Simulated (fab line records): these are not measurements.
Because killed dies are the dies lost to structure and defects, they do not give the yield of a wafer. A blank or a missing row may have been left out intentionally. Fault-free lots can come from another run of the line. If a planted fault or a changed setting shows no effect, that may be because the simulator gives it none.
fab line records    flow n5-finfet
record lots=7  wafers=21
route steps=1938 shown WELL_APT@24 FIN_SAQP@100 DUMMY_GATE@222
start-h: hours from the record's opening day to when the first of the lot's shown wafers began    wait-h: hours from the lot's prior step to this one    " repeats the value in the row above    L1.1+2: a single row standing in for several wafers    - no value, or no start was given    * or withheld: withheld    < > ~ a bound
route shown NAME@n: a module of which the file shows steps, and the number in the route of the first    usual: average and standard deviation across the fault-free wafers    same: alike in all rows    chamber/n: place in a boat    sites: per-site readings    _std_site: how widely they spread, as a standard deviation    _edge_site: the outer-site mean with the inner-site mean subtracted    radius-mm: how far each site lies from the wafer's centre    mask NAME#n: copy n    behind: tool/chamber where the wafer was last shaped    hold: reason for holding the lot/hours on hold/outcome of the hold    device: whichever transistor did not switch (one of n, p or np)    end of line: the tests these same wafers got at the end of their route    a step given without rows: its recipe and nothing more    killed: count of dies lost to structure and defects at first sort (not the wafer's yield)    map: dies across one wafer; x = killed, . = not, _ = none there
set.NAME: the setting that was run; set.NAME@STEP: the one run at that earlier step    model.NAME: the simulator's own value behind a step, which no gauge read
lots whose settings were changed on purpose; a table a step, a row a wafer
## steps
# step N5_WELL_APT_EXPOSE_05
# recipe mask-id=NWELL  na=0.8  source-shape=conventional  sigma-outer=0.8  polarization=unpolarized  defocus-nm=0  target-cd-nm=200  dose-mj=20.3
lot.wafer   tool            chamber  start-h  wait-h  mask     set.dose-mj
L077.1+5+6  krf-scanner-02  0        31.51    -       NWELL#0  20.3
L079.1+3+4  krf-scanner-01  0        43.67    -       NWELL#0  20.3
L082.1+3    krf-scanner-02  0        62.83    -       NWELL#0  19.28
L082.6      "               0        "        "       NWELL#0  20.3
L083.1      krf-scanner-01  0        67.87    -       NWELL#0  20.3
L083.4+5    "               0        "        "       NWELL#0  18.91
L086.1+3    krf-scanner-01  0        85.91    -       NWELL#0  20.3
L086.2      "               0        "        "       NWELL#0  21.43
L091.1+2+5  krf-scanner-02  0        115.51   -       NWELL#0  20.3
L095.3      krf-scanner-01  0        139.84   -       NWELL#0  20.3
L095.4+5    "               0        "        "       NWELL#0  20.89
# step N5_WELL_APT_PEB_06
# recipe peb-temp-c=130  peb-time-s=90
# step N5_WELL_APT_DEVELOP_07
# recipe develop-time-s=45  rinse-liquid=surfactant-rinse  dry=air-spin  dev-temp-c=21
# step N5_WELL_APT_HARDBAKE_12
# recipe temp-c=130  time-s=120
# step N5_WELL_APT_CD_MEAS_08
# recipe target-cd-nm=200  landing-energy-ev=500  detector=se-inlens
# usual cd-nm=199.6/1.7
lot.wafer  tool       chamber  start-h  wait-h  set.dose-mj@WELL_APT_EXPOSE_05  cd-nm
L077.1     cd-sem-02  0        31.68    -       20.3                            197.5
L077.5     "          0        "        "       20.3                            196.0
L077.6     "          0        "        "       20.3                            198.2
L079.1     cd-sem-02  0        43.84    -       20.3                            200.6
L079.3     "          0        "        "       20.3                            199.1
L079.4     "          0        "        "       20.3                            198.9
L082.1     cd-sem-01  0        63.00    -       19.28                           189.5
L082.3     "          0        "        "       19.28                           189.0
L082.6     "          0        "        "       20.3                            197.5
L083.1     cd-sem-02  0        68.04    -       20.3                            195.7
L083.4     "          0        "        "       18.91                           187.3
L083.5     "          0        "        "       18.91                           186.4
L086.1     cd-sem-02  0        86.08    -       20.3                            199.9
L086.2     "          0        "        "       21.43                           208.9
L086.3     "          0        "        "       20.3                            201.1
L091.1     cd-sem-02  0        115.68   -       20.3                            200.8
L091.2     "          0        "        "       20.3                            200.9
L091.5     "          0        "        "       20.3                            201.6
L095.3     cd-sem-01  0        140.00   -       20.3                            203.0
L095.4     "          0        "        "       20.89                           206.5
L095.5     "          0        "        "       20.89                           206.0
# step N5_WELL_APT_DESCUM_13
# recipe chemistry=O2  time-s=7.9  source-power-w=50  bias-power-w=20  pressure-mtorr=20  rf-frequency-hz=2.712e+07  temp-c=40  o2-flow-sccm=225
lot.wafer  tool         chamber  start-h  wait-h  set.time-s  set.dose-mj@WELL_APT_EXPOSE_05  model.WELL_APT.cd-nm
L077.1     rie-diel-03  0        31.77    0.0     7.9         20.3                            197.3
L077.5     "            0        "        "       9.192       20.3                            196.3
L077.6     "            3        "        "       7.9         20.3                            198.2
L079.1     rie-diel-04  2        43.93    0.0     7.9         20.3                            200.9
L079.3     "            1        "        "       7.9         20.3                            199.2
L079.4     "            0        "        "       7.9         20.3                            198.7
L082.1     rie-diel-05  3        63.09    0.0     6.41        19.28                           189.2
L082.3     "            1        "        "       7.9         19.28                           188.8
L082.6     "            2        "        "       6.41        20.3                            197.4
L083.1     rie-diel-03  1        68.27    0.2     6.164       20.3                            195.7
L083.4     "            0        "        "       7.9         18.91                           187.5
L083.5     "            2        "        "       6.164       18.91                           186.2
L086.1     rie-diel-03  2        86.17    0.0     6.584       20.3                            199.7
L086.2     "            1        "        "       7.9         21.43                           208.9
L086.3     "            3        "        "       6.584       20.3                            200.8
L091.1     rie-diel-04  1        115.77   0.0     7.9         20.3                            200.9
L091.2     "            0        "        "       7.9         20.3                            200.6
L091.5     "            1        "        "       6.685       20.3                            201.2
L095.3     rie-diel-05  0        140.14   0.1     7.9         20.3                            203.3
L095.4     "            1        "        "       7.9         20.89                           206.7
L095.5     "            2        "        "       7.9         20.89                           206.1
# step N5_FIN_SAQP_PECVD_06
# recipe material=a-Si  target-thk-a=600  temp-c=400  precursor=SiH4/He  pressure-torr=3  rf-w=100  time-s=48.1
lot.wafer  tool      chamber  start-h  wait-h  set.time-s  model.a-Si_of_FIN_SAQP_PECVD_06.thk-nm
L077.1     pecvd-02  0        39.20    0.0     45.4        56.1
L077.5     "         2        "        "       48.1        60.65
L077.6     "         1        "        "       45.4        57.12
L079.1     pecvd-01  1        51.57    0.0     48.1        59.63
L079.3     "         2        "        "       48.1        59.22
L079.4     "         2        "        "       48.1        59.94
L082.1     pecvd-03  1        71.36    0.0     45.69       56.23
L082.3     "         2        "        "       45.69       57.5
L082.6     "         0        "        "       48.1        60.13
L083.1     pecvd-01  0        76.31    0.0     48.1        59.27
L083.4     "         2        "        "       48.1        60.05
L083.5     "         2        "        "       48.1        60.66
L086.1     pecvd-01  1        96.11    0.0     48.1        59.17
L086.2     "         0        "        "       48.1        59.9
L086.3     "         2        "        "       48.1        59.68
L091.1     pecvd-03  0        123.11   0.0     48.1        60.68
L091.2     "         1        "        "       54.73       68.13
L091.5     "         2        "        "       48.1        61.46
L095.3     pecvd-03  0        149.02   0.0     52.08       64.37
L095.4     "         1        "        "       52.08       65.3
L095.5     "         0        "        "       52.08       65.09
# step N5_FIN_SAQP_THK_MEAS_07
# usual thk-nm=60.1/0.74
lot.wafer  tool           chamber  start-h  wait-h  set.time-s@FIN_SAQP_PECVD_06  thk-nm
L077.1     film-metro-01  -        39.29    0.1     45.4                          56.1
L077.5     "              -        "        "       48.1                          60.6
L077.6     "              -        "        "       45.4                          57.1
L079.1     film-metro-02  -        51.66    0.1     48.1                          59.6
L079.3     "              -        "        "       48.1                          59.2
L079.4     "              -        "        "       48.1                          60.0
L082.1     film-metro-01  -        71.45    0.1     45.69                         56.2
L082.3     "              -        "        "       45.69                         57.5
L082.6     "              -        "        "       48.1                          60.1
L083.1     film-metro-02  -        76.43    0.1     48.1                          59.2
L083.4     "              -        "        "       48.1                          60.1
L083.5     "              -        "        "       48.1                          60.7
L086.1     film-metro-02  -        96.20    0.1     48.1                          59.2
L086.2     "              -        "        "       48.1                          59.9
L086.3     "              -        "        "       48.1                          59.7
L091.1     film-metro-02  -        123.20   0.1     48.1                          60.7
L091.2     "              -        "        "       54.73                         68.1
L091.5     "              -        "        "       48.1                          61.4
L095.3     film-metro-01  -        149.11   0.1     52.08                         64.4
L095.4     "              -        "        "       52.08                         65.2
L095.5     "              -        "        "       52.08                         65.1
# step N5_FIN_SAQP_EXPOSE_13
# recipe mask-id=FIN_CORE  na=1.35  source-shape=dipole  sigma-inner=0.538  sigma-outer=0.738  polarization=te  target-cd-nm=35.6  dose-mj=63.25
lot.wafer   tool             chamber  start-h  wait-h  mask        set.dose-mj
L077.1+5    arfi-scanner-03  0        39.65    -       FIN_CORE#0  63.25
L077.6      "                0        "        "       FIN_CORE#0  66.36
L079.1+3+4  arfi-scanner-01  0        51.89    -       FIN_CORE#0  63.25
L082.1+3+6  arfi-scanner-03  0        71.83    -       FIN_CORE#0  65.72
L083.1      arfi-scanner-02  0        76.78    -       FIN_CORE#0  59.81
L083.4+5    "                0        "        "       FIN_CORE#0  63.25
L086.1      arfi-scanner-01  0        96.56    -       FIN_CORE#0  63.25
L086.2+3    "                0        "        "       FIN_CORE#0  65.44
L091.1+2+5  arfi-scanner-02  0        123.56   -       FIN_CORE#0  63.25
L095.3+5    arfi-scanner-02  0        149.36   -       FIN_CORE#0  61.91
L095.4      "                0        "        "       FIN_CORE#0  63.25
# step N5_FIN_SAQP_PEB_14
# recipe peb-temp-c=withheld  peb-time-s=60  resist=CAR-ArF
# step N5_FIN_SAQP_DEVELOP_15
# recipe develop-time-s=30  developer=TMAH  resist=CAR-ArF  dev-temp-c=23  rinse-liquid=diw  dry=air-spin
# step N5_FIN_SAQP_CD_MEAS_16
# recipe target-cd-nm=35.6  landing-energy-ev=500  detector=se-inlens
# usual cd-nm=35.5/0.35
lot.wafer  tool       chamber  start-h  wait-h  set.dose-mj@FIN_SAQP_EXPOSE_13  cd-nm
L077.1     cd-sem-03  0        39.78    -       63.25                           35.1
L077.5     "          0        "        "       63.25                           34.9
L077.6     "          0        "        "       66.36                           34.1
L079.1     cd-sem-03  0        52.02    -       63.25                           35.5
L079.3     "          0        "        "       63.25                           35.7
L079.4     "          0        "        "       63.25                           35.6
L082.1     cd-sem-02  0        71.96    -       65.72                           34.2
L082.3     "          0        "        "       65.72                           34.1
L082.6     "          0        "        "       65.72                           34.2
L083.1     cd-sem-01  0        76.91    -       59.81                           36.6
L083.4     "          0        "        "       63.25                           34.9
L083.5     "          0        "        "       63.25                           35.1
L086.1     cd-sem-02  0        96.69    -       63.25                           35.8
L086.2     "          0        "        "       65.44                           34.6
L086.3     "          0        "        "       65.44                           35.2
L091.1     cd-sem-02  0        123.69   -       63.25                           35.5
L091.2     "          0        "        "       63.25                           35.3
L091.5     "          0        "        "       63.25                           34.9
L095.3     cd-sem-02  0        149.48   -       61.91                           35.8
L095.4     "          0        "        "       63.25                           34.9
L095.5     "          0        "        "       61.91                           35.9
# step N5_FIN_SAQP_ETCH_52
# recipe chemistry=N2/H2  target=SOC  target-depth-a=1000  overetch-a=200  mask-material=SiARC  temp-c=40  time-s=150  ion-energy-ev=200  pressure-mtorr=30  source-w=840  bias-w=150  n2-flow-sccm=200  h2-flow-sccm=200  ends=end-point
# step N5_FIN_SAQP_STRIP_53
# recipe chemistry=N2/H2  temp-c=40  n2-flow-sccm=200  h2-flow-sccm=200  rf-frequency-hz=6e+07
# step N5_FIN_SAQP_HM_OPEN_73
# recipe chemistry=CHF3/O2  target=SiO2  stop-on=a-Si  target-depth-a=120  over-etch-frac=1.8  mask-material=SOC  time-s=16.8  pressure-mtorr=30  source-w=650  bias-w=170  Ar_flow_sccm=200  CHF3_flow_sccm=50  O2_flow_sccm=5  ion-energy-ev=200  ends=end-point
lot.wafer  tool         chamber  start-h  wait-h  set.time-s@FIN_SAQP_PECVD_06  model.a-Si_of_FIN_SAQP_PECVD_06.thk-nm
L077.1     rie-diel-03  1        40.23    0.0     45.4                          55.99
L077.5     "            3        "        "       48.1                          60.65
L077.6     "            2        "        "       45.4                          57.12
L079.1     rie-diel-05  2        52.32    0.0     48.1                          59.56
L079.3     "            3        "        "       48.1                          59.22
L079.4     "            1        "        "       48.1                          59.94
L082.1     rie-diel-04  1        72.26    0.0     45.69                         56.17
L082.3     "            0        "        "       45.69                         57.5
L082.6     "            0        "        "       48.1                          60.13
L083.1     rie-diel-03  0        77.36    0.0     48.1                          59.27
L083.4     "            2        "        "       48.1                          60.05
L083.5     "            0        "        "       48.1                          60.66
L086.1     rie-diel-04  1        96.98    0.0     48.1                          59.11
L086.2     "            2        "        "       48.1                          59.89
L086.3     "            3        "        "       48.1                          59.64
L091.1     rie-diel-04  3        123.99   0.0     48.1                          60.64
L091.2     "            2        "        "       54.73                         68.12
L091.5     "            0        "        "       48.1                          61.46
L095.3     rie-diel-05  1        150.05   0.0     52.08                         64.37
L095.4     "            2        "        "       52.08                         65.23
L095.5     "            0        "        "       52.08                         65.09
# step N5_FIN_SAQP_STRIP_74
# recipe chemistry=CHF3/O2  resist=SiARC  rf-frequency-hz=6e+07
# step N5_FIN_SAQP_MANDREL_ETCH_22
# recipe target-depth-a=600  chemistry=HBr/Cl2  target=a-Si  stop-on=SiNx  bt-time-s=10  over-etch-frac=0.5  time-s=30  pressure-mtorr=10  icp-w=800  bias-w=75  HBr_flow_sccm=150  Cl2_flow_sccm=80  ends=end-point
lot.wafer  tool       chamber  start-h  wait-h  set.time-s@FIN_SAQP_PECVD_06  model.etch.depth-nm
L077.1     rie-si-06  0        40.32    0.0     45.4                          55.99
L077.5     "          2        "        "       48.1                          60.65
L077.6     "          1        "        "       45.4                          57.12
L079.1     rie-si-06  3        52.40    0.0     48.1                          59.56
L079.3     "          0        "        "       48.1                          59.22
L079.4     "          2        "        "       48.1                          59.94
L082.1     rie-si-05  2        72.34    0.0     45.69                         56.17
L082.3     "          0        "        "       45.69                         57.5
L082.6     "          0        "        "       48.1                          60.13
L083.1     rie-si-06  0        77.44    0.0     48.1                          59.27
L083.4     "          2        "        "       48.1                          60.05
L083.5     "          1        "        "       48.1                          60.66
L086.1     rie-si-05  3        97.07    0.0     48.1                          59.11
L086.2     "          2        "        "       48.1                          59.89
L086.3     "          1        "        "       48.1                          59.64
L091.1     rie-si-06  2        124.08   0.0     48.1                          60.64
L091.2     "          3        "        "       54.73                         68.12
L091.5     "          1        "        "       48.1                          61.46
L095.3     rie-si-06  0        150.13   0.0     52.08                         64.37
L095.4     "          2        "        "       52.08                         65.23
L095.5     "          1        "        "       52.08                         65.09
# step N5_DUMMY_GATE_COAT_34
# recipe resist=SOC  temp-c=250  time-s=60  spin-rpm=1500  resist-thk-nm=60
lot.wafer   tool            chamber  start-h  wait-h  set.spin-rpm  model.SOC_of_DUMMY_GATE_COAT_34.thk-nm
L077.1+5+6  litho-track-04  0        64.15    0.0     1500          60
L079.1      litho-track-02  0        75.83    0.1     1500          60.2
L079.3+4    "               0        "        "       1500          60
L082.1      litho-track-02  0        94.88    0.0     1436          61.4
L082.3+6    "               0        "        "       1500          60.2
L083.1      litho-track-03  0        100.70   0.0     1500          60.2
L083.4      "               0        "        "       1426          61.8
L083.5      "               0        "        "       1500          60
L086.1      litho-track-04  0        121.91   0.0     1500          59.8
L086.2+3    "               0        "        "       1500          60
L091.1      litho-track-03  0        146.33   0.0     1565          59
L091.2      "               0        "        "       1565          58.8
L091.5      "               0        "        "       1500          60.2
L095.3      litho-track-02  0        173.74   0.0     1642          57.4
L095.4      "               0        "        "       1500          60.2
L095.5      "               0        "        "       1500          60
# step N5_DUMMY_GATE_EXPOSE_12
# recipe mask-id=GATE  na=0.33  source-shape=annular  sigma-inner=0.2  sigma-outer=0.6  polarization=unpolarized  target-cd-nm=25  dose-mj=34
lot.wafer   tool            chamber  start-h  wait-h  mask    set.dose-mj
L077.1+5    euv-scanner-02  0        64.41    -       GATE#0  35.93
L077.6      "               0        "        "       GATE#0  34
L079.1+3+4  euv-scanner-01  0        75.96    -       GATE#0  34
L082.1+3+6  euv-scanner-01  0        95.02    -       GATE#0  34
L083.1+4+5  euv-scanner-02  0        100.97   -       GATE#0  34
L086.1+3    euv-scanner-01  0        122.08   -       GATE#0  32.55
L086.2      "               0        "        "       GATE#0  34
L091.1+2+5  euv-scanner-01  0        146.47   -       GATE#0  34
L095.3+4    euv-scanner-01  0        173.89   -       GATE#0  34
L095.5      "               0        "        "       GATE#0  31.62
# step N5_DUMMY_GATE_PEB_13
# recipe peb-temp-c=100  peb-time-s=60  resist=CAR-EUV
# step N5_DUMMY_GATE_DEVELOP_14
# recipe develop-time-s=30  developer=TMAH  resist=CAR-EUV  rinse-liquid=surfactant-rinse  dry=air-spin  dev-temp-c=23
# step N5_DUMMY_GATE_CD_MEAS_15
# recipe target-cd-nm=25.8  landing-energy-ev=500  detector=se-inlens
# usual cd-nm=25.03/0.24
lot.wafer  tool       chamber  start-h  wait-h  set.dose-mj@DUMMY_GATE_EXPOSE_12  cd-nm
L077.1     cd-sem-02  0        64.53    -       35.93                             23.86
L077.5     "          0        "        "       35.93                             24.03
L077.6     "          0        "        "       34                                24.80
L079.1     cd-sem-01  0        76.09    -       34                                25.08
L079.3     "          0        "        "       34                                25.25
L079.4     "          0        "        "       34                                25.16
L082.1     cd-sem-01  0        95.14    -       34                                24.79
L082.3     "          0        "        "       34                                24.78
L082.6     "          0        "        "       34                                24.56
L083.1     cd-sem-02  0        101.09   -       34                                24.86
L083.4     "          0        "        "       34                                24.97
L083.5     "          0        "        "       34                                24.84
L086.1     cd-sem-02  0        122.20   -       32.55                             25.99
L086.2     "          0        "        "       34                                24.84
L086.3     "          0        "        "       32.55                             25.97
L091.1     cd-sem-03  0        146.60   -       34                                25.21
L091.2     "          0        "        "       34                                25.07
L091.5     "          0        "        "       34                                25.26
L095.3     cd-sem-03  0        174.01   -       34                                25.00
L095.4     "          0        "        "       34                                24.99
L095.5     "          0        "        "       31.62                             25.82
# step N5_DUMMY_GATE_ETCH_29
# recipe chemistry=N2/H2  target=underlayer  target-depth-a=130  ion-energy-ev=200  pressure-mtorr=30  source-w=840  bias-w=150  n2-flow-sccm=200  h2-flow-sccm=200
# step N5_DUMMY_GATE_ETCH_36
# recipe chemistry=CF4  target=SiARC  target-depth-a=130  pressure-mtorr=40  source-w=545  bias-w=36  Ar_flow_sccm=100  cf4-flow-sccm=100  ion-energy-ev=80
# step N5_DUMMY_GATE_ETCH_37
# recipe chemistry=N2/H2  target=SOC  target-depth-a=600  overetch-a=300  temp-c=40  ion-energy-ev=200  pressure-mtorr=30  source-w=840  bias-w=150  n2-flow-sccm=200  h2-flow-sccm=200
lot.wafer  tool         chamber  start-h  wait-h  set.spin-rpm@DUMMY_GATE_COAT_34  model.etch.depth-nm
L077.1+5   rie-diel-02  0,2      64.81    0.0     1500                             60.05
L077.6     "            3        "        "       1500                             59.98
L079.1     rie-diel-06  2        76.37    0.0     1500                             60.13
L079.3     "            0        "        "       1500                             60.03
L079.4     "            3        "        "       1500                             60.06
L082.1     rie-diel-01  0        95.42    0.0     1436                             61.45
L082.3     "            2        "        "       1500                             60.23
L082.6     "            3        "        "       1500                             60.12
L083.1     rie-diel-01  0        101.38   0.0     1500                             60.18
L083.4     "            3        "        "       1426                             61.8
L083.5     "            0        "        "       1500                             60
L086.1     rie-diel-02  3        122.65   0.0     1500                             59.81
L086.2     "            0        "        "       1500                             60.01
L086.3     "            1        "        "       1500                             59.98
L091.1     rie-diel-06  3        146.87   0.0     1565                             58.95
L091.2     "            2        "        "       1565                             58.82
L091.5     "            1        "        "       1500                             60.21
L095.3     rie-diel-02  3        174.28   0.0     1642                             57.41
L095.4     "            2        "        "       1500                             60.23
L095.5     "            1        "        "       1500                             60.05
# step N5_DUMMY_GATE_STRIP_38
# recipe chemistry=N2/H2  temp-c=40  n2-flow-sccm=200  h2-flow-sccm=200  rf-frequency-hz=6e+07
# step N5_DUMMY_GATE_STRIP_39
# recipe chemistry=N2/H2  temp-c=40  n2-flow-sccm=200  h2-flow-sccm=200  rf-frequency-hz=6e+07
# step N5_DUMMY_GATE_STRIP_40
# recipe chemistry=CF4  resist=SiARC  power-w=300  bias-power-w=75  pressure-mtorr=50  cf4-flow-sccm=150  rf-frequency-hz=6e+07
# step N5_DUMMY_GATE_ETCH_31
# recipe chemistry=C4F6/O2  target=SiO2  mask-material=SOC  target-depth-a=825  time-s=27.5  ion-energy-ev=250  pressure-mtorr=30  source-w=345  bias-w=185  Ar_flow_sccm=300  C4F6_flow_sccm=10  O2_flow_sccm=10
lot.wafer  tool         chamber  start-h  wait-h  set.spin-rpm@DUMMY_GATE_COAT_34  model.SOC_of_DUMMY_GATE_COAT_34.thk-nm
L077.1+6   rie-diel-01  1        65.09    0.0     1500                             51.8
L077.5     "            2        "        "       1500                             52
L079.1+4   rie-diel-01  3,2      76.65    0.0     1500                             52
L079.3     "            1        "        "       1500                             51.8
L082.1     rie-diel-02  3        95.70    0.0     1436                             53.2
L082.3     "            0        "        "       1500                             52
L082.6     "            2        "        "       1500                             51.8
L083.1     rie-diel-01  2        101.66   0.0     1500                             52
L083.4     "            3        "        "       1426                             53.6
L083.5     "            3        "        "       1500                             51.8
L086.1+3   rie-diel-06  1,2      122.95   0.0     1500                             51.6
L086.2     "            0        "        "       1500                             52
L091.1     rie-diel-06  0        147.15   0.0     1565                             50.8
L091.2     "            3        "        "       1565                             50.4
L091.5     "            0        "        "       1500                             52.2
L095.3     rie-diel-06  3        174.56   0.0     1642                             48.8
L095.4     "            0        "        "       1500                             52
L095.5     "            1        "        "       1500                             51.8
## key
split step=N5_WELL_APT_EXPOSE_05  setting=dose-mj  stated=20.3  by=wafer
response step=N5_WELL_APT_CD_MEAS_08  reading=cd-nm  change=+1.41  per=1%  r=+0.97
response step=N5_WELL_APT_DESCUM_13  reading=model.WELL_APT.cd-nm  change=+1.43  per=1%  r=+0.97
split step=N5_WELL_APT_DESCUM_13  setting=time-s  stated=7.9  by=wafer
response none clear
split step=N5_FIN_SAQP_PECVD_06  setting=time-s  stated=48.1  by=wafer
response step=N5_FIN_SAQP_PECVD_06  reading=model.a-Si_of_FIN_SAQP_PECVD_06.thk-nm  change=+0.553  per=1%  r=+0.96
response step=N5_FIN_SAQP_THK_MEAS_07  reading=thk-nm  change=*  per=1%  r=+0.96
response step=N5_FIN_SAQP_HM_OPEN_73  reading=model.a-Si_of_FIN_SAQP_PECVD_06.thk-nm  change=+0.556  per=1%  r=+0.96
response step=N5_FIN_SAQP_MANDREL_ETCH_22  reading=model.etch.depth-nm  change=+0.556  per=1%  r=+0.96
split step=N5_FIN_SAQP_EXPOSE_13  setting=dose-mj  stated=63.25  by=wafer
response step=N5_FIN_SAQP_CD_MEAS_16  reading=cd-nm  change=-0.265  per=1%  r=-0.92
split step=N5_DUMMY_GATE_COAT_34  setting=spin-rpm  stated=1500  by=wafer
response step=N5_DUMMY_GATE_COAT_34  reading=model.SOC_of_DUMMY_GATE_COAT_34.thk-nm  change=-0.296  per=1%  r=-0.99
response step=N5_DUMMY_GATE_ETCH_37  reading=model.etch.depth-nm  change=-0.301  per=1%  r=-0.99
response step=N5_DUMMY_GATE_ETCH_31  reading=model.SOC_of_DUMMY_GATE_COAT_34.thk-nm  change=-0.333  per=1%  r=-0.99
split step=N5_DUMMY_GATE_EXPOSE_12  setting=dose-mj  stated=34  by=wafer
response step=N5_DUMMY_GATE_CD_MEAS_15  reading=cd-nm  change=-0.156  per=1%  r=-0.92
